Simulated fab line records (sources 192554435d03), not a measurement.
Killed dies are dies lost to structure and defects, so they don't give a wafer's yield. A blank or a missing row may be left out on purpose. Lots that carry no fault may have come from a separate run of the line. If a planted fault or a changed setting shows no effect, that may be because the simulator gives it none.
fab line records	flow n5-finfet
record lots=7	wafers=21
route steps=1938 shown MOL_CONTACT_COAG@566 BEOL_M0_SAQP@642 BEOL_M1@755
start-h: start of the lot's first displayed wafer, in hours after the record's first day	wait-h: how many hours have passed since the lot's step before this one	" repeats the value in the row above	L1.1+2: several wafers, shown together as one row	- value missing, or start not given	* or withheld: withheld	< > ~ a bound
route shown NAME@n: names a module that has steps shown in the file, with the first one's number in the route	usual: the fault-free wafers' mean and standard deviation	same: alike in all rows	chamber/n: place in a boat	sites: the reading at each site	_std_site: the standard deviation of these	_edge_site: the outer-site mean with the inner-site mean subtracted	radius-mm: for every site, how far away it sits from the centre of the wafer	mask NAME#n: copy n	behind: the last tool/chamber to shape the wafer	hold: cause of the lot's hold/its duration in hours/its outcome	device: names the non-switching transistor (n, p or np)	end of line: tests of these same wafers at the route's end	for a step that has no rows: nothing shown but its recipe	killed: the dies lost at the first sort to structure and to defects; this is not the yield of the wafer	map: a wafer's dies, x killed, . not, _ none there
set.NAME: the setting the step ran with; set.NAME@STEP: the setting that earlier step ran with	model.NAME: the simulator's own value behind a step, which no gauge read
lots with deliberately changed settings; one table per step, one row per wafer
## steps
# step N5_MOL_CONTACT_COAG_COAT_77
# recipe resist=underlayer	temp-c=205	time-s=60	spin-rpm=1500	resist-thk-nm=10
lot.wafer	tool	chamber	start-h	wait-h	set.spin-rpm	model.underlayer_of_MOL_CONTACT_COAG_COAT_77.thk-nm
L076.3	litho-track-04	0	-	-	1445	10.2
L076.4+5	"	0	"	"	1500	10
L077.4+5+6	litho-track-03	0	-	-	1500	10
L083.1+5	litho-track-03	0	-	-	1500	10
L083.6	"	0	"	"	1616	9.6
L085.1+2+4	litho-track-02	0	-	-	1551	9.8
L088.1+3	litho-track-03	0	-	-	1500	10
L088.2	"	0	"	"	1575	9.8
L090.1+2+3	litho-track-04	0	-	-	1500	10
L092.1	litho-track-04	0	-	-	1396	10.4
L092.2+6	"	0	"	"	1500	10
# step N5_MOL_CONTACT_COAG_COAT_78
# recipe resist=CAR-EUV	spin-rpm=1500	resist-thk-nm=40
# step N5_MOL_CONTACT_COAG_EBR_80
# recipe solvent=PGMEA	ebr-width-mm=1.5
# step N5_MOL_CONTACT_COAG_DESCUM_88
# recipe chemistry=O2	time-s=7	source-power-w=50	bias-power-w=20	pressure-mtorr=20	rf-frequency-hz=2.712e+07	temp-c=40	resist=CAR-EUV	o2-flow-sccm=225
# step N5_MOL_CONTACT_COAG_ETCH_89
# recipe chemistry=N2/H2	target=underlayer	target-depth-a=130	mask-material=CAR-EUV	time-s=10.4	ion-energy-ev=200	pressure-mtorr=30	source-w=840	bias-w=150	n2-flow-sccm=200	h2-flow-sccm=200	ends=cleared
lot.wafer	tool	chamber	start-h	wait-h	set.spin-rpm@MOL_CONTACT_COAG_COAT_77	model.etch.depth-nm
L076.3	rie-diel-03	3	119.78	0.0	1445	10.21
L076.4	"	0	"	"	1500	10.04
L076.5	"	3	"	"	1500	10.02
L077.4	rie-diel-03	1	126.37	0.0	1500	10.05
L077.5	"	0	"	"	1500	10.02
L077.6	"	3	"	"	1500	10.06
L083.1	rie-diel-02	1	153.68	0.0	1500	10.03
L083.5	"	0	"	"	1500	10.02
L083.6	"	1	"	"	1616	9.659
L085.1	rie-diel-02	0	167.26	0.0	1551	9.885
L085.2	"	2	"	"	1551	9.873
L085.4	"	1	"	"	1551	9.866
L088.1	rie-diel-03	3	185.77	0.0	1500	10.03
L088.2	"	1	"	"	1575	9.768
L088.3	"	2	"	"	1500	10.04
L090.1+3	rie-diel-02	0,3	193.94	0.0	1500	10.01
L090.2	"	2	"	"	1500	10.02
L092.1	rie-diel-02	3	209.59	0.0	1396	10.37
L092.2	"	0	"	"	1500	9.98
L092.6	"	3	"	"	1500	10.03
# step N5_MOL_CONTACT_COAG_ETCH_90
# recipe chemistry=CF4	target=SiARC	target-depth-a=130	mask-material=CAR-EUV	time-s=21.7	ion-energy-ev=80	pressure-mtorr=40	source-w=545	bias-w=36	Ar_flow_sccm=100	cf4-flow-sccm=100	ends=cleared
# step N5_MOL_CONTACT_COAG_ALD_131
# recipe material=SiO2	target-thk-a=50	temp-c=100	ald-precursor-family=BDEAS	ald-co-reactant=O2-plasma	pulse-time-s=1	co-reactant-pulse-time-s=1	purge-time-s=2	co-reactant-purge-time-s=2	ald-cycles=35	pressure-torr=2
# step N5_MOL_CONTACT_COAG_STRIP_120
# recipe chemistry=CHF3	resist=SiARC	rf-frequency-hz=6e+07
# step N5_MOL_CONTACT_COAG_VIA_ETCH_117
# recipe chemistry=C4F6/O2	target-depth-a=400	overetch-a=80	mask-material=SOC	target=SiO2	bias-w=455	pressure-mtorr=10	time-s=26	source-w=325	Ar_flow_sccm=300	C4F6_flow_sccm=10	O2_flow_sccm=10	ion-energy-ev=575.3	ends=end-point
# step N5_MOL_CONTACT_COAG_ETCH_124
# recipe chemistry=CH3F/O2	target=SiNx	target-depth-a=65	mask-material=SOC	stop-on=SiOC	over-etch-frac=0.3	ion-energy-ev=120	pressure-mtorr=30	source-w=395	bias-w=73	Ar_flow_sccm=150	CH3F_flow_sccm=30	O2_flow_sccm=20	ends=end-point
lot.wafer	tool	chamber	start-h	wait-h	set.ald-cycles@MOL_CONTACT_COAG_ALD_123	model.etch.depth-nm
L076.3	rie-diel-04	0	122.10	0.0	84	4.202
L076.4	"	0	"	"	100	4.972
L076.5	"	1	"	"	84	4.178
L077.4	rie-diel-02	3	128.57	0.0	100	4.967
L077.5	"	2	"	"	100	4.966
L077.6	"	3	"	"	100	4.993
L083.1	rie-diel-04	3	155.57	0.0	100	4.995
L083.5	"	0	"	"	94	4.731
L083.6	"	3	"	"	100	4.987
L085.1	rie-diel-03	2	169.41	0.0	105	5.289
L085.2	"	3	"	"	100	5.001
L085.4	"	0	"	"	100	5.027
L088.1	rie-diel-04	3	187.86	0.0	109	5.478
L088.2	"	0	"	"	100	5.016
L088.3	"	1	"	"	109	5.434
L090.1	rie-diel-03	3	195.65	0.0	106	5.292
L090.2	"	2	"	"	100	4.981
L090.3	"	1	"	"	100	4.991
L092.1	rie-diel-03	2	211.97	0.0	100	5.018
L092.2	"	3	"	"	100	4.995
L092.6	"	1	"	"	113	5.67
# step N5_BEOL_M0_SAQP_COAT_82
# recipe resist=SiARC	temp-c=220	time-s=60	spin-rpm=1500	resist-thk-nm=30
lot.wafer	tool	chamber	start-h	wait-h	set.spin-rpm	model.SiARC_of_BEOL_M0_SAQP_COAT_82.thk-nm
L076.3+5	litho-track-05	0	-	-	1500	30
L076.4	"	0	"	"	1500	29.8
L077.4	litho-track-05	0	-	-	1500	30
L077.5+6	"	0	"	"	1500	29.8
L083.1	litho-track-05	0	-	-	1500	30
L083.5	"	0	"	"	1403	31
L083.6	"	0	"	"	1403	30.8
L085.1	litho-track-01	0	-	-	1365	31.6
L085.2	"	0	"	"	1365	31.4
L085.4	"	0	"	"	1500	30
L088.1	litho-track-01	0	-	-	1558	29.4
L088.2+3	"	0	"	"	1500	30
L090.1+3	litho-track-01	0	-	-	1500	30
L090.2	"	0	"	"	1430	30.8
L092.1+6	litho-track-05	0	-	-	1551	29.4
L092.2	"	0	"	"	1500	30
# step N5_BEOL_M0_SAQP_COAT_08
# recipe resist=CAR-ArF	spin-rpm=1500	resist-thk-nm=90
lot.wafer	tool	chamber	start-h	wait-h	set.spin-rpm	model.CAR-ArF_of_BEOL_M0_SAQP_COAT_08.thk-nm
L076.3	litho-track-05	0	-	-	1500	89.8
L076.4	"	0	"	"	1500	89.6
L076.5	"	0	"	"	1579	87.6
L077.4+6	litho-track-05	0	-	-	1500	89.8
L077.5	"	0	"	"	1500	90.2
L083.1+5	litho-track-05	0	-	-	1500	89.6
L083.6	"	0	"	"	1422	92
L085.1	litho-track-01	0	-	-	1500	90
L085.2+4	"	0	"	"	1500	89.8
L088.1	litho-track-01	0	-	-	1500	89.8
L088.2	"	0	"	"	1500	89.6
L088.3	"	0	"	"	1500	90
L090.1	litho-track-01	0	-	-	1617	86.8
L090.2	"	0	"	"	1500	90.4
L090.3	"	0	"	"	1617	87
L092.1	litho-track-05	0	-	-	1500	90.4
L092.2	"	0	"	"	1652	85.6
L092.6	"	0	"	"	1652	85.8
# step N5_BEOL_M0_SAQP_EBR_10
# recipe solvent=PGMEA	ebr-width-mm=1.5
# step N5_BEOL_M0_SAQP_SOFTBAKE_09
# recipe temp-c=110	time-s=60	resist=CAR-ArF
# step N5_BEOL_M0_SAQP_DESCUM_19
# recipe chemistry=O2	time-s=7.9	source-power-w=50	bias-power-w=20	pressure-mtorr=20	rf-frequency-hz=2.712e+07	temp-c=40	resist=CAR-ArF	o2-flow-sccm=225
lot.wafer	tool	chamber	start-h	wait-h	set.spin-rpm@BEOL_M0_SAQP_COAT_08	model.CAR-ArF_of_BEOL_M0_SAQP_COAT_08.thk-nm
L076.3	rie-diel-01	2	132.33	0.0	1500	83.2
L076.4	"	3	"	"	1500	82.8
L076.5	"	1	"	"	1579	81.2
L077.4+5+6	rie-diel-05	2,3,2	135.36	0.0	1500	83.4
L083.1+5	rie-diel-01	1	161.09	0.0	1500	83
L083.6	"	2	"	"	1422	85.4
L085.1+4	rie-diel-05	3,2	175.67	0.0	1500	83.4
L085.2	"	0	"	"	1500	83.2
L088.1	rie-diel-01	0	193.54	0.0	1500	83.2
L088.2	"	1	"	"	1500	83
L088.3	"	2	"	"	1500	83.4
L090.1+3	rie-diel-05	2,3	202.84	0.0	1617	80.4
L090.2	"	1	"	"	1500	83.8
L092.1	rie-diel-06	3	217.96	0.0	1500	83.8
L092.2	"	0	"	"	1652	79
L092.6	"	0	"	"	1652	79.4
# step N5_BEOL_M0_SAQP_ETCH_83
# recipe chemistry=CF4	target=SiARC	target-depth-a=390	mask-material=CAR-ArF	time-s=65	ion-energy-ev=80	pressure-mtorr=40	source-w=545	bias-w=36	Ar_flow_sccm=100	cf4-flow-sccm=100	ends=cleared
lot.wafer	tool	chamber	start-h	wait-h	set.spin-rpm@BEOL_M0_SAQP_COAT_82	set.spin-rpm@BEOL_M0_SAQP_COAT_08	model.CAR-ArF_of_BEOL_M0_SAQP_COAT_08.thk-nm	model.etch.depth-nm
L076.3	rie-diel-01	2	132.36	0.0	1500	1500	55.2	30.02
L076.4	"	3	"	"	1500	1500	55	29.83
L076.5	"	1	"	"	1500	1579	53.2	29.93
L077.4	rie-diel-05	2	135.40	0.0	1500	1500	55.6	29.91
L077.5	"	3	"	"	1500	1500	55.6	29.88
L077.6	"	2	"	"	1500	1500	55.6	29.8
L083.1	rie-diel-01	1	161.13	0.0	1500	1500	55.2	29.96
L083.5	"	1	"	"	1403	1500	54.2	30.97
L083.6	"	2	"	"	1403	1422	56.6	30.89
L085.1	rie-diel-05	3	175.70	0.0	1365	1500	54	31.57
L085.2	"	0	"	"	1365	1500	54	31.43
L085.4	"	2	"	"	1500	1500	55.4	30.1
L088.1	rie-diel-01	0	193.57	0.0	1558	1500	55.8	29.37
L088.2	"	1	"	"	1500	1500	55.2	29.93
L088.3	"	2	"	"	1500	1500	55.4	30
L090.1	rie-diel-05	2	202.88	0.0	1500	1617	52.4	30
L090.2	"	1	"	"	1430	1500	55.2	30.73
L090.3	"	3	"	"	1500	1617	52.2	30.1
L092.1	rie-diel-06	3	218.00	0.0	1551	1500	56.4	29.42
L092.2	"	0	"	"	1500	1652	51	30.01
L092.6	"	0	"	"	1551	1652	51.8	29.48
# step N5_BEOL_M0_SAQP_SPACER1_ALD_98
# recipe material=SiO2	target-thk-a=128	temp-c=300	ald-precursor-family=BDEAS	ald-co-reactant=O2-plasma	pulse-time-s=1	purge-time-s=2	co-reactant-purge-time-s=2	ald-cycles=138	pressure-torr=2
lot.wafer	tool	chamber	start-h	wait-h	set.temp-c	model.SiO2_of_BEOL_M0_SAQP_SPACER1_ALD_98.thk-nm
L076.3+4	ald-sin-01	2,1	133.22	0.1	287.2	13.4
L076.5	"	3	"	"	300	12.8
L077.4+5+6	ald-sin-02	3,3,0	136.25	0.1	300	12.8
L083.1+5+6	ald-sin-04	2,3,2	162.84	1.1	300	12.8
L085.1+2+4	ald-sin-02	0,3,2	176.69	0.4	300	12.8
L088.1	ald-sin-04	1	194.48	0.3	300	12.8
L088.2	"	3	"	"	300	13
L088.3	"	2	"	"	287.7	13.4
L090.1+2	ald-sin-04	0,1	205.82	2.4	300	12.8
L090.3	"	3	"	"	310	12.6
L092.1+6	ald-sin-04	2,3	219.20	0.6	300	12.8
L092.2	"	0	"	"	300	12.6
# step N5_BEOL_M0_SAQP_ETCH_107
# recipe chemistry=CH3F/O2	target=SiNx	target-depth-a=300	mask-material=SOC	pressure-mtorr=30	source-w=395	bias-w=73	Ar_flow_sccm=150	CH3F_flow_sccm=30	O2_flow_sccm=20	ion-energy-ev=120
# usual rf-vpp-V=295/6
lot.wafer	tool	chamber	start-h	wait-h	set.bias-w	rf-vpp-V
L076.3	rie-diel-01	2	134.78	0.0	73	295
L076.4	"	0	"	"	67.28	277
L076.5	"	0	"	"	67.28	277
L077.4	rie-diel-06	1	137.69	0.0	73	286
L077.5	"	1	"	"	73	286
L077.6	"	0	"	"	73	302
L083.1	rie-diel-01	0	164.67	0.0	73	294
L083.5	"	2	"	"	80.06	315
L083.6	"	0	"	"	80.06	318
L085.1	rie-diel-05	0	178.13	0.0	73	291
L085.2	"	1	"	"	62.66	266
L085.4	"	3	"	"	73	299
L088.1	rie-diel-05	3	196.15	0.0	73	297
L088.2	"	2	"	"	73	288
L088.3	"	1	"	"	77.11	312
L090.1	rie-diel-06	0	207.35	0.0	79.18	321
L090.2	"	1	"	"	73	286
L090.3	"	2	"	"	79.18	306
L092.1	rie-diel-01	1	221.13	0.0	86.12	348
L092.2	"	3	"	"	73	286
L092.6	"	2	"	"	86.12	336
# step N5_BEOL_M1_COAT_61
# recipe resist=SOC	temp-c=250	time-s=60	spin-rpm=1500	resist-thk-nm=60
lot.wafer	tool	chamber	start-h	wait-h	set.spin-rpm	model.SOC_of_BEOL_M1_COAT_61.thk-nm
L076.3+4	litho-track-01	0	148.52	0.1	1500	60
L076.5	"	0	"	"	1500	60.2
L077.4+5	litho-track-02	0	152.47	0.1	1500	59.6
L077.6	"	0	"	"	1500	59.8
L083.1	litho-track-02	0	186.62	0.1	1500	60.2
L083.5	"	0	"	"	1397	62.2
L083.6	"	0	"	"	1397	62.4
L085.1+2+4	litho-track-04	0	193.17	0.1	1500	60
L088.1	litho-track-01	0	209.98	0.1	1638	57.2
L088.2	"	0	"	"	1500	60
L088.3	"	0	"	"	1638	57.4
L090.1	litho-track-02	0	219.59	0.1	1500	60
L090.2+3	"	0	"	"	1500	60.2
L092.1	litho-track-04	0	232.31	0.1	1500	59.6
L092.2+6	"	0	"	"	1500	59.8
# step N5_BEOL_M1_COAT_05
# recipe resist=CAR-EUV	spin-rpm=1500	resist-thk-nm=30
lot.wafer	tool	chamber	start-h	wait-h	set.spin-rpm	model.CAR-EUV_of_BEOL_M1_COAT_05.thk-nm
L076.3+5	litho-track-01	0	-	-	1544	29.6
L076.4	"	0	"	"	1500	30
L077.4+5+6	litho-track-02	0	-	-	1500	30
L083.1	litho-track-02	0	-	-	1500	30.2
L083.5	"	0	"	"	1500	30
L083.6	"	0	"	"	1593	29
L085.1	litho-track-04	0	-	-	1449	30.6
L085.2	"	0	"	"	1500	30
L085.4	"	0	"	"	1500	30.2
L088.1+2	litho-track-01	0	-	-	1500	30
L088.3	"	0	"	"	1343	31.6
L090.1+2	litho-track-02	0	-	-	1500	30
L090.3	"	0	"	"	1349	31.6
L092.1+2	litho-track-04	0	-	-	1370	31.2
L092.6	"	0	"	"	1500	29.8
# step N5_BEOL_M1_EBR_07
# recipe solvent=PGMEA	ebr-width-mm=1.5
# step N5_BEOL_M1_SOFTBAKE_06
# recipe temp-c=110	time-s=60	resist=CAR-EUV
# step N5_BEOL_M1_ETCH_74
# recipe chemistry=N2/H2	target=underlayer	target-depth-a=65	mask-material=CAR-EUV	time-s=5.2	ion-energy-ev=200	pressure-mtorr=30	source-w=840	bias-w=150	n2-flow-sccm=200	h2-flow-sccm=200	ends=cleared
# step N5_BEOL_M1_ETCH_63
# recipe chemistry=CF4	target=SiARC	target-depth-a=156	mask-material=CAR-EUV	time-s=26	ion-energy-ev=80	pressure-mtorr=40	source-w=545	bias-w=36	Ar_flow_sccm=100	cf4-flow-sccm=100	ends=cleared
# step N5_BEOL_M1_ETCH_64
# recipe chemistry=N2/H2	target=SOC	target-depth-a=750	overetch-a=150	mask-material=SiARC	temp-c=40	time-s=112.5	ion-energy-ev=200	pressure-mtorr=30	source-w=840	bias-w=150	n2-flow-sccm=200	h2-flow-sccm=200
lot.wafer	tool	chamber	start-h	wait-h	set.spin-rpm@BEOL_M1_COAT_61	model.etch.depth-nm
L076.3+4	rie-diel-01	0,1	149.55	0.0	1500	59.98
L076.5	"	3	"	"	1500	60.15
L077.4+5	rie-diel-01	1,2	153.32	0.1	1500	59.58
L077.6	"	0	"	"	1500	59.75
L083.1	rie-diel-01	1	187.09	0.0	1500	60.21
L083.5	"	0	"	"	1397	62.2
L083.6	"	1	"	"	1397	62.37
L085.1	rie-diel-01	1	193.87	0.0	1500	59.94
L085.2	"	0	"	"	1500	60.04
L085.4	"	0	"	"	1500	60
L088.1	rie-diel-06	2	210.57	0.0	1638	57.28
L088.2	"	0	"	"	1500	59.97
L088.3	"	1	"	"	1638	57.35
L090.1	rie-diel-01	0	220.55	0.0	1500	60.04
L090.2	"	1	"	"	1500	60.18
L090.3	"	3	"	"	1500	60.11
L092.1	rie-diel-06	1	232.78	0.0	1500	59.67
L092.2	"	3	"	"	1500	59.72
L092.6	"	3	"	"	1500	59.85
# step N5_BEOL_M1_STRIP_65
# recipe chemistry=N2/H2	temp-c=40	n2-flow-sccm=200	h2-flow-sccm=200	rf-frequency-hz=6e+07
# step N5_BEOL_M1_STRIP_75
# recipe chemistry=N2/H2	temp-c=40	n2-flow-sccm=200	h2-flow-sccm=200	rf-frequency-hz=6e+07
# step N5_BEOL_M1_STRIP_66
# recipe chemistry=CF4	resist=SiARC	power-w=300	bias-power-w=75	pressure-mtorr=50	cf4-flow-sccm=150	rf-frequency-hz=6e+07
# step N5_BEOL_M1_HM_OPEN_17
# recipe chemistry=Cl2/BCl3	target-depth-a=200	overetch-a=60	target=TiN	mask-material=SOC	ion-energy-ev=150	pressure-mtorr=10	icp-w=1000	bias-w=126	Cl2_flow_sccm=53.25	bcl3-flow-sccm=21.75	Ar_flow_sccm=25
lot.wafer	tool	chamber	start-h	wait-h	set.spin-rpm@BEOL_M1_COAT_61	model.SOC_of_BEOL_M1_COAT_61.thk-nm
L076.3	rie-metal-02	0	149.75	0.1	1500	52
L076.4	"	1	"	"	1500	51.8
L076.5	"	0	"	"	1500	52.2
L077.4	rie-metal-03	0	153.46	0.1	1500	51.4
L077.5	"	1	"	"	1500	52.4
L077.6	"	0	"	"	1500	51.6
L083.1	rie-metal-01	0	187.26	0.0	1500	52.4
L083.5	"	0	"	"	1397	54.4
L083.6	"	1	"	"	1397	55
L085.1	rie-metal-01	1	194.04	0.0	1500	52.6
L085.2+4	"	0	"	"	1500	52.4
L088.1	rie-metal-01	1	210.74	0.0	1638	49.8
L088.2	"	0	"	"	1500	52.2
L088.3	"	1	"	"	1638	50
L090.1+2+3	rie-metal-02	0,1,1	220.72	0.0	1500	52
L092.1	rie-metal-01	1	232.95	0.0	1500	52.4
L092.2	"	0	"	"	1500	51.8
L092.6	"	0	"	"	1500	52
# step N5_BEOL_M1_EXPOSE_25
# recipe mask-id=V0	na=0.33	source-shape=quasar	sigma-inner=0.2	sigma-outer=0.8	polarization=unpolarized	defocus-nm=5	target-cd-nm=24	dose-mj=63
lot.wafer	tool	chamber	start-h	wait-h	mask	set.dose-mj
L076.3	euv-scanner-01	0	150.09	-	V0#0	63
L076.4+5	"	0	"	"	V0#0	64.81
L077.4+5+6	euv-scanner-02	0	153.94	-	V0#0	63
L083.1+6	euv-scanner-02	0	187.74	-	V0#0	58.36
L083.5	"	0	"	"	V0#0	63
L085.1+2+4	euv-scanner-01	0	194.52	-	V0#0	63
L088.1+3	euv-scanner-01	0	211.12	-	V0#0	64.7
L088.2	"	0	"	"	V0#0	63
L090.1+2+3	euv-scanner-01	0	221.36	-	V0#0	63
L092.1+2	euv-scanner-02	0	233.30	-	V0#0	65.78
L092.6	"	0	"	"	V0#0	63
# step N5_BEOL_M1_PEB_26
# recipe peb-temp-c=100	peb-time-s=60	resist=CAR-EUV
# step N5_BEOL_M1_DEVELOP_27
# recipe develop-time-s=30	developer=TMAH	resist=CAR-EUV	rinse-liquid=surfactant-rinse	dry=air-spin	dev-temp-c=23
# step N5_BEOL_M1_CD_MEAS_28
# recipe landing-energy-ev=500	detector=se-inlens	target-cd-y-nm=23.3
# usual cd-nm=23.96/0.25
lot.wafer	tool	chamber	start-h	wait-h	set.dose-mj@BEOL_M1_EXPOSE_25	cd-nm
L076.3	cd-sem-03	0	150.22	-	63	23.84
L076.4	"	0	"	"	64.81	24.84
L076.5	"	0	"	"	64.81	24.40
L077.4	cd-sem-01	0	154.06	-	63	24.11
L077.5	"	0	"	"	63	24.16
L077.6	"	0	"	"	63	23.65
L083.1	cd-sem-02	0	187.89	-	58.36	22.63
L083.5	"	0	"	"	63	24.40
L083.6	"	0	"	"	58.36	22.29
L085.1	cd-sem-01	0	194.66	-	63	24.08
L085.2	"	0	"	"	63	24.02
L085.4	"	0	"	"	63	24.16
L088.1	cd-sem-02	0	211.26	-	64.7	24.99
L088.2	"	0	"	"	63	24.17
L088.3	"	0	"	"	64.7	24.46
L090.1	cd-sem-01	0	221.50	-	63	23.77
L090.2	"	0	"	"	63	23.74
L090.3	"	0	"	"	63	23.52
L092.1	cd-sem-01	0	233.45	-	65.78	25.21
L092.2	"	0	"	"	65.78	25.20
L092.6	"	0	"	"	63	24.27
## key
split step=N5_MOL_CONTACT_COAG_COAT_77	setting=spin-rpm	stated=1500	by=wafer
response step=N5_MOL_CONTACT_COAG_COAT_77	reading=model.underlayer_of_MOL_CONTACT_COAG_COAT_77.thk-nm	change=-0.0519	per=1%	r=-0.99
response step=N5_MOL_CONTACT_COAG_ETCH_89	reading=model.etch.depth-nm	change=-0.0505	per=1%	r=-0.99
split step=N5_BEOL_M0_SAQP_COAT_82	setting=spin-rpm	stated=1500	by=wafer
response step=N5_BEOL_M0_SAQP_COAT_82	reading=model.SiARC_of_BEOL_M0_SAQP_COAT_82.thk-nm	change=-0.16	per=1%	r=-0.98
response step=N5_BEOL_M0_SAQP_ETCH_83	reading=model.etch.depth-nm	change=-0.153	per=1%	r=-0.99
split step=N5_BEOL_M0_SAQP_COAT_08	setting=spin-rpm	stated=1500	by=wafer
response step=N5_BEOL_M0_SAQP_COAT_08	reading=model.CAR-ArF_of_BEOL_M0_SAQP_COAT_08.thk-nm	change=-0.451	per=1%	r=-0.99
response step=N5_BEOL_M0_SAQP_DESCUM_19	reading=model.CAR-ArF_of_BEOL_M0_SAQP_COAT_08.thk-nm	change=-0.436	per=1%	r=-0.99
response step=N5_BEOL_M0_SAQP_ETCH_83	reading=model.CAR-ArF_of_BEOL_M0_SAQP_COAT_08.thk-nm	change=-0.427	per=1%	r=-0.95
split step=N5_BEOL_M0_SAQP_SPACER1_ALD_98	setting=temp-c	stated=300	by=wafer
response step=N5_BEOL_M0_SAQP_SPACER1_ALD_98	reading=model.SiO2_of_BEOL_M0_SAQP_SPACER1_ALD_98.thk-nm	change=-0.114	per=1%	r=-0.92
split step=N5_BEOL_M0_SAQP_ETCH_107	setting=bias-w	stated=73	by=wafer
response step=N5_BEOL_M0_SAQP_ETCH_107	reading=rf-vpp-V	change=+2.69	per=1%	r=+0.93
split step=N5_BEOL_M1_COAT_61	setting=spin-rpm	stated=1500	by=wafer
response step=N5_BEOL_M1_COAT_61	reading=model.SOC_of_BEOL_M1_COAT_61.thk-nm	change=-0.298	per=1%	r=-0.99
response step=N5_BEOL_M1_ETCH_64	reading=model.etch.depth-nm	change=-0.294	per=1%	r=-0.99
response step=N5_BEOL_M1_HM_OPEN_17	reading=model.SOC_of_BEOL_M1_COAT_61.thk-nm	change=-0.28	per=1%	r=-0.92
split step=N5_BEOL_M1_COAT_05	setting=spin-rpm	stated=1500	by=wafer
response step=N5_BEOL_M1_COAT_05	reading=model.CAR-EUV_of_BEOL_M1_COAT_05.thk-nm	change=-0.159	per=1%	r=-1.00
split step=N5_BEOL_M1_EXPOSE_25	setting=dose-mj	stated=63	by=wafer
response step=N5_BEOL_M1_CD_MEAS_28	reading=cd-nm	change=+0.249	per=1%	r=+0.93
split outside-this-file step=N5_MOL_CONTACT_COAG_ALD_123 setting=ald-cycles
# split outside-this-file: this setting was split too, and the file shows its column; the key of that split is in another file
